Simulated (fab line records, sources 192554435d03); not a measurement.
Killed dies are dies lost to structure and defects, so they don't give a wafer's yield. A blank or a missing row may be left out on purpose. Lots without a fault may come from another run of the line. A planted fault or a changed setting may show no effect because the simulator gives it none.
fab line records | flow n5_finfet
record lots=5 wafers=15 last_day=16
route steps=1938 shown BEOL_M13@1688
lots that met no fault: from a run of the same line without faults
start_h: hours from the record's first day to the start of the lot's first wafer shown | wait_h: hours since the lot's step before | " the same as in the row above | L1.1+2: a row that stands for several wafers | - no value, or no start given | * or withheld: withheld | < > ~ a bound
route shown NAME@n: a module of which the file shows steps, and the number in the route of the first | usual: mean/standard deviation of fault-free wafers | same: alike in all rows | chamber/n: place in a boat | sites: the reading at each site | _std_site: their standard deviation | _edge_site: outer sites' mean less inner sites' | radius_mm: how far each site lies from the wafer's centre | mask NAME#n: copy n | behind: the tool/chamber that last shaped the wafer | hold: why the lot was held/for how many hours/how that ended | device: the transistor (n, p or np) that didn't switch | end of line: the same wafers' tests at the end of the route | a step without rows: its recipe alone | killed: dies lost to structure and defects at the first sort, not the wafer's yield | map: a wafer's dies, x killed, . not, _ none there
set.NAME: the setting as run; set.NAME@STEP: as run at that earlier step | model.NAME: the simulator's own value behind a step, which no gauge read
lots at some steps of the route; a table a step, a row a wafer
services: from which hour (start_h, from the record's first day; less than 0 if before it) a tool's chamber was out of use, for how many hours, and why
## steps
# step N5_BEOL_M13_HARDBAKE_32
# recipe temp_c=130 time_s=120
# step N5_BEOL_M13_CD_MEAS_28
# recipe target_cd_nm=209.5 landing_energy_ev=500 detector=se_inlens
# usual cd_nm=209.2/0.91
# columns lot.wafer tool chamber start_h wait_h cd_nm
L351.1 cd_sem-01 0 288.68 - 209.3
L351.4 " 0 " " 209.1
L351.6 " 0 " " 209.4
L355.1 cd_sem-01 0 312.89 - 209.1
L355.3 " 0 " " 208.0
L355.4 " 0 " " 208.9
L357.1 cd_sem-01 0 339.59 - 209.7
L357.2 " 0 " " 208.8
L357.5 " 0 " " 208.2
L361.3 cd_sem-03 0 350.32 - 208.7
L361.4 " 0 " " 208.9
L361.6 " 0 " " 209.0
L360.1 cd_sem-03 0 359.98 - 210.1
L360.3 " 0 " " 208.4
L360.5 " 0 " " 209.6
# step N5_BEOL_M13_OVL_MEAS_29
# recipe points_per_wafer=44
# usual M13_OVL=-2/5.9
# columns lot.wafer tool chamber start_h wait_h M13_OVL[nm]
L351.1 overlay-01 0 288.71 0.0 18
L351.4 " 0 " " 4
L351.6 " 0 " " 3
L355.1 overlay-02 0 312.92 0.0 -2
L355.3 " 0 " " -7
L355.4 " 0 " " -5
L357.1 overlay-02 0 339.62 0.0 -9
L357.2 " 0 " " 1
L357.5 " 0 " " -7
L361.3 overlay-02 0 350.35 0.0 -7
L361.4 " 0 " " -1
L361.6 " 0 " " 0
L360.1 overlay-01 0 360.02 0.0 1
L360.3 " 0 " " -7
L360.5 " 0 " " -3
# step N5_BEOL_M13_INSPECT_30
# recipe mode=adi inspect_instrument=macro
# usual raw_defect_count=2.2/1.5
# columns lot.wafer tool chamber start_h wait_h raw_defect_count
L351.1 defect_inspect-02 - 288.73 0.0 0
L351.4 " - " " 1
L351.6 " - " " 1
L355.1 defect_inspect-02 - 312.94 0.0 2
L355.3 " - " " 4
L355.4 " - " " 0
L357.1 defect_inspect-02 - 339.65 0.0 3
L357.2 " - " " 3
L357.5 " - " " 1
L361.3 defect_inspect-01 - 350.37 0.0 0
L361.4 " - " " 5
L361.6 " - " " 2
L360.1 defect_inspect-02 - 360.04 0.0 4
L360.3 " - " " 2
L360.5 " - " " 3
# step N5_BEOL_M13_DESCUM_33
# recipe chemistry=O2 time_s=7.9 source_power_w=50 bias_power_w=20 pressure_mtorr=20 rf_frequency_hz=2.712e+07 temp_c=40 o2_flow_sccm=225
# usual drypump_motor_current_A=5.7/0.38 oes_product_au=0.79/0.089 rf_vpp_V=243.1/1.4 showerhead_plenum_p_Torr=2.10/0.067 throttle_valve_pct=20.41/0.23
# columns lot.wafer tool chamber start_h wait_h drypump_motor_current_A oes_product_au rf_hours_counter_h rf_vpp_V showerhead_plenum_p_Torr throttle_valve_pct
L351.1 rie_diel-06 0 288.76 0.0 5.9 0.89 30 241.6 2.06 20.42
L351.4 " 3 " " 5.5 0.83 73 246.1 2.12 20.20
L351.6 " 2 " " 5.2 0.70 - 243.3 2.15 20.69
L355.1 rie_diel-06 3 312.98 0.0 5.5 0.82 80 244.8 2.11 20.22
L355.3 " 2 " " 5.2 0.68 236 244.1 2.14 20.67
L355.4 " 1 " " 5.5 0.91 22 243.8 2.06 20.10
L357.1 rie_diel-06 0 340.28 0.6 5.9 0.87 43 242.2 2.06 20.43
L357.2 " 3 " " 5.5 0.81 88 243.6 2.11 20.24
L357.5 " 2 " " 5.2 0.68 - 243.0 2.14 20.69
L361.3 rie_diel-02 2 350.89 0.5 5.7 0.67 253 243.5 2.15 20.67
L361.4 " 2 " " 5.8 0.68 - 243.0 2.15 20.67
L361.6 " 0 " " 5.9 0.87 - 244.5 2.21 20.64
L360.1 rie_diel-06 1 361.15 1.1 5.5 0.88 34 240.6 2.06 20.12
L360.3 " 0 " " 5.9 0.86 53 242.0 2.06 20.45
L360.5 " 0 " " 5.9 0.86 - 243.7 2.06 20.45
# step N5_BEOL_M13_ETCH_67
# recipe chemistry=CF4 target=SiARC target_depth_a=1430 time_s=238.3 ion_energy_ev=80 pressure_mtorr=40 source_w=545 bias_w=36 Ar_flow_sccm=100 cf4_flow_sccm=100 ends=cleared
# usual bias_w=36.00/0.11 drypump_motor_current_A=5.7/0.38 etch_rf_on_time_s=238/5.2 oes_product_au=0.68/0.076 rf_vpp_V=184.2/1.1 showerhead_plenum_p_Torr=2.14/0.068 throttle_valve_pct=15.56/0.24
# columns lot.wafer tool chamber start_h wait_h bias_w drypump_motor_current_A etch_rf_on_time_s oes_product_au rf_hours_counter_h rf_vpp_V showerhead_plenum_p_Torr throttle_valve_pct
L351.1 rie_diel-06 0 288.80 0.0 36.08 5.9 236 0.75 30 183.8 2.09 15.35
L351.4 " 3 " " 35.95 5.5 229 0.72 73 184.3 2.16 15.39
L351.6 " 2 " " 35.98 5.1 239 0.59 - 184.7 2.21 15.97
L355.1 rie_diel-06 3 313.01 0.0 36.05 5.5 231 0.71 80 185.1 2.16 15.41
L355.3 " 2 " " 35.90 5.2 238 0.59 236 185.4 2.21 15.98
L355.4 " 1 " " 35.87 5.5 235 0.79 22 184.4 2.09 15.19
L357.1 rie_diel-06 0 340.32 0.0 35.95 5.9 234 0.75 43 183.1 2.09 15.37
L357.2 " 3 " " 35.93 5.5 233 0.70 88 184.0 2.16 15.41
L357.5 " 2 " " 36.05 5.2 238 0.58 - 184.4 2.20 16.00
L361.3 rie_diel-02 2 350.92 0.0 36.21 5.8 241 0.58 253 184.6 2.18 15.85
L361.4 " 2 " " 36.21 5.8 243 0.58 - 185.0 2.18 15.86
L361.6 " 0 " " 35.88 5.9 233 0.76 - 185.5 2.26 15.78
L360.1 rie_diel-06 1 361.18 0.0 36.20 5.5 234 0.77 34 182.6 2.09 15.21
L360.3 " 0 " " 36.00 5.9 235 0.73 53 184.8 2.09 15.39
L360.5 " 0 " " 36.01 5.9 235 0.74 - 184.2 2.09 15.38
# step N5_BEOL_M13_ETCH_68
# recipe chemistry=N2/H2 target=SOC mask_material=SiARC source_w=3000 bias_w=350 temp_c=40 time_s=355 ion_energy_ev=200 pressure_mtorr=30 n2_flow_sccm=200 h2_flow_sccm=200
# usual bias_w=350.0/1.1 drypump_motor_current_A=5.7/0.38 oes_product_au=0.79/0.09 rf_vpp_V=524.1/2.5 showerhead_plenum_p_Torr=2.54/0.081 throttle_valve_pct=17.73/0.22
# columns lot.wafer tool chamber start_h wait_h bias_w drypump_motor_current_A oes_product_au rf_hours_counter_h rf_vpp_V showerhead_plenum_p_Torr throttle_valve_pct
L351.1 rie_diel-06 0 288.95 0.1 350.4 5.9 0.89 30 523.0 2.47 17.65
L351.4 " 3 " " 347.8 5.5 0.83 73 524.3 2.55 17.49
L351.6 " 2 " " 349.9 5.2 0.69 - 524.9 2.63 18.14
L355.1 rie_diel-06 3 313.16 0.1 348.8 5.5 0.82 80 524.5 2.55 17.50
L355.3 " 2 " " 351.1 5.2 0.68 236 527.4 2.62 18.15
L355.4 " 1 " " 350.1 5.5 0.92 22 522.0 2.51 17.48
L357.1 rie_diel-06 0 340.46 0.1 351.0 5.9 0.87 43 521.7 2.47 17.65
L357.2 " 3 " " 351.2 5.5 0.81 88 526.0 2.55 17.52
L357.5 " 2 " " 348.4 5.2 0.68 - 526.7 2.62 18.16
L361.3 rie_diel-02 2 351.07 0.1 351.3 5.8 0.67 254 525.2 2.62 18.08
L361.4 " 2 " " 351.3 5.8 0.67 - 524.9 2.62 18.09
L361.6 " 0 " " 348.8 5.9 0.88 - 528.2 2.69 17.88
L360.1 rie_diel-06 1 361.33 0.1 351.2 5.5 0.89 34 522.0 2.50 17.48
L360.3 " 0 " " 349.9 5.9 0.84 53 521.8 2.47 17.67
L360.5 " 0 " " 351.8 5.9 0.85 - 521.3 2.47 17.64
# step N5_BEOL_M13_STRIP_69
# recipe chemistry=N2/H2 temp_c=40 n2_flow_sccm=200 h2_flow_sccm=200 rf_frequency_hz=6e+07
# step N5_BEOL_M13_TRENCH_ETCH_34
# recipe chemistry=C4F8/O2/Ar target=SiOC target_depth_a=4134.7 mask_material=SOC pressure_mtorr=30 source_w=3000 bias_w=700 Ar_flow_sccm=400 C4F8_flow_sccm=15 O2_flow_sccm=8 he_inner_torr=15 he_outer_torr=30 time_s=162.6 ion_energy_ev=250
# usual C4F8_flow_sccm=15.01/0.047 bias_w=700.2/1.7 drypump_motor_current_A=5.7/0.38 he_inner_torr=15.004/0.029 oes_product_au=0.79/0.089 rf_vpp_V=666/3.1 showerhead_plenum_p_Torr=3.42/0.11 throttle_valve_pct=24.15/0.25
# columns lot.wafer tool chamber start_h wait_h C4F8_flow_sccm bias_w drypump_motor_current_A he_inner_torr oes_product_au rf_hours_counter_h rf_vpp_V showerhead_plenum_p_Torr throttle_valve_pct
L351.1 rie_diel-06 0 289.17 0.0 15.00 699.7 5.9 14.967 0.87 30 664 3.34 24.02
L351.4 " 3 " " 14.95 699.3 5.5 15.010 0.82 73 666 3.45 24.01
L351.6 " 2 " " 14.92 703.3 5.2 14.953 0.69 - 667 3.53 24.58
L355.1 rie_diel-06 3 313.38 0.0 15.00 701.4 5.5 14.967 0.81 80 668 3.45 24.03
L355.3 " 2 " " 15.03 702.7 5.2 15.006 0.68 236 668 3.53 24.58
L355.4 " 1 " " 14.94 701.1 5.5 15.047 0.91 22 662 3.36 23.85
L357.1 rie_diel-06 0 340.68 0.0 15.10 698.5 5.9 14.984 0.86 43 662 3.33 24.06
L357.2 " 3 " " 14.91 703.3 5.5 14.964 0.81 89 668 3.45 24.05
L357.5 " 2 " " 14.99 702.9 5.2 15.008 0.68 - 668 3.52 24.60
L361.3 rie_diel-02 2 351.29 0.0 15.01 700.7 5.8 15.024 0.68 254 666 3.46 24.22
L361.4 " 2 " " 15.02 702.2 5.8 15.023 0.68 - 667 3.46 24.22
L361.6 " 0 " " 15.05 700.8 5.9 15.086 0.89 - 670 3.63 24.61
L360.1 rie_diel-06 1 361.55 0.0 15.02 699.9 5.5 14.961 0.88 34 664 3.35 23.86
L360.3 " 0 " " 15.00 700.3 5.9 15.021 0.84 53 663 3.33 24.07
L360.5 " 0 " " 15.10 699.8 5.9 15.016 0.84 - 663 3.33 24.07
# step N5_BEOL_M13_STRIP_70
# recipe chemistry=C4F8/O2/Ar resist=SiARC rf_frequency_hz=6e+07
# step N5_BEOL_M13_OCD_MEAS_35
# usual trench_depth_nm=410/5
# columns lot.wafer tool chamber start_h wait_h trench_depth_nm
L351.1 ocd-02 - 289.34 0.0 411
L351.4 " - " " 413
L351.6 " - " " 410
L355.1 ocd-02 - 313.55 0.0 415
L355.3 " - " " 407
L355.4 " - " " 409
L357.1 ocd-01 - 340.86 0.0 415
L357.2 " - " " 413
L357.5 " - " " 415
L361.3 ocd-01 - 351.47 0.0 405
L361.4 " - " " 405
L361.6 " - " " 421
L360.1 ocd-02 - 361.73 0.0 410
L360.3 " - " " 410
L360.5 " - " " 411
# step N5_BEOL_M13_STRIP_37
# recipe chemistry=N2/H2 power_w=1000 temp_c=250 h2_frac=0.65 overash_fraction=0.3 pressure_mtorr=withheld n2_flow_sccm=1750 h2_flow_sccm=3250
# usual drypump_motor_current_A=5.6/0.37 heater_power_w=329/34 oes_product_au=0.784/0.011
# columns lot.wafer tool chamber start_h wait_h drypump_motor_current_A heater_power_w oes_product_au rf_hours_counter_h
L351.1 plasma_asher-01 0 289.38 0.0 5.7 299 0.801 135
L351.4 " 0 " " 5.7 297 0.783 -
L351.6 " 1 " " 5.8 329 0.777 -
L355.1 plasma_asher-02 0 313.59 0.0 5.9 385 0.780 79
L355.3 " 1 " " 4.9 306 0.798 -
L355.4 " 0 " " 5.9 380 0.794 -
L357.1 plasma_asher-01 1 340.90 0.0 5.9 320 0.769 147
L357.2 " 0 " " 5.7 296 0.789 147
L357.5 " 0 " " 5.6 304 0.781 -
L361.3 plasma_asher-01 1 351.52 0.1 5.9 327 0.790 -
L361.4 " 0 " " 5.7 290 0.793 -
L361.6 " 0 " " 5.6 294 0.807 -
L360.1 plasma_asher-01 0 361.77 0.0 5.7 292 0.789 151
L360.3 " 0 " " 5.7 299 0.781 -
L360.5 " 0 " " 5.7 301 0.794 -
# step N5_BEOL_M13_ETCH_38
# recipe chemistry=CF4/N2 target=SiCN target_depth_a=675 taper_deg=2 time_s=71.9 ion_energy_ev=150 mask_material=SiO2 pressure_mtorr=40 source_w=430 bias_w=70 Ar_flow_sccm=100 cf4_flow_sccm=60 n2_flow_sccm=60
# usual bias_w=69.99/0.2 drypump_motor_current_A=5.7/0.41 oes_product_au=0.79/0.095 rf_vpp_V=382.3/2.1 showerhead_plenum_p_Torr=2.21/0.078 throttle_valve_pct=15.41/0.22
# columns lot.wafer tool chamber start_h wait_h bias_w drypump_motor_current_A oes_product_au rf_hours_counter_h rf_vpp_V showerhead_plenum_p_Torr throttle_valve_pct model.etch.depth_nm
L351.1 rie_diel-01 0 290.92 - 70.03 5.4 0.76 116 382.8 2.22 15.73 57.5
L351.4 " 2 " " 69.92 5.6 0.71 215 380.7 2.19 15.37 57.57
L351.6 " 3 " " 70.00 5.9 0.78 - 385.3 2.29 15.38 56.05
L355.1 rie_diel-02 2 313.70 - 69.69 5.8 0.68 238 383.2 2.26 15.66 56.43
L355.3 " 3 " " 69.96 6.4 0.91 9 380.6 2.16 15.13 54.42
L355.4 " 0 " " 70.01 5.9 0.92 22 385.5 2.34 15.58 58.96
L357.1 rie_diel-02 0 341.30 - 70.02 5.9 0.90 31 383.8 2.33 15.59 58.72
L357.2 " 2 " " 70.31 5.8 0.82 247 383.1 2.25 15.68 75.16
L357.5 " 2 " " 70.19 5.8 0.81 - 385.2 2.25 15.71 74.49
L361.3 rie_diel-06 0 356.96 - 70.12 5.9 0.87 51 380.4 2.14 15.20 58.65
L361.4 " 3 " " 69.85 5.5 0.82 - 382.5 2.22 15.25 59.67
L361.6 " 1 " " 69.98 5.5 0.91 - 380.1 2.16 15.07 58.64
L360.1 rie_diel-01 2 361.87 - 70.08 5.6 0.70 223 381.4 2.19 15.38 57.13
L360.3 " 1 " " 69.81 6.4 0.81 78 380.0 2.15 15.34 55.69
L360.5 " 1 " " 69.60 6.5 0.80 - 380.5 2.15 15.32 55.77
# step N5_BEOL_M13_PRECLEAN_39
# recipe chemistry=residue_remover time_s=60 temp_c=40
## services
# columns tool chamber start_h hours kind
plasma_asher-02 - 301.30 11.8 repair
rie_diel-01 1 306.06 3.2 repair
rie_diel-01 2 317.52 13.2 repair
rie_diel-06 1 324.83 6.5 repair
rie_diel-06 0 329.54 6.8 repair
rie_diel-01 - 331.02 28.1 pm
rie_diel-02 3 337.71 39.6 repair
rie_diel-06 1 347.24 8.0 repair
rie_diel-06 2 355.21 - clean
rie_diel-06 2 355.21 - consumable_replace:focus_ring
rie_diel-06 2 355.21 19.9 scheduled_down
rie_diel-06 2 355.21 19.9 vent_cycle
## key
first_sign none at tools or gauges
model_effect step=N5_BEOL_M13_ETCH_38 value=etch.depth_nm without=57.19 struck=74.82
met_at N5_BEOL_M13_ETCH_38
struck_wafers L357.2,L357.5
onset_between 313.70 341.30
fault kind=process_parameter_drift tool=rie_diel-02 chamber=2 onset_h=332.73 steps=N5_BEOL_M13_ETCH_38 channel=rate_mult offset=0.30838 shape=step end_h=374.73
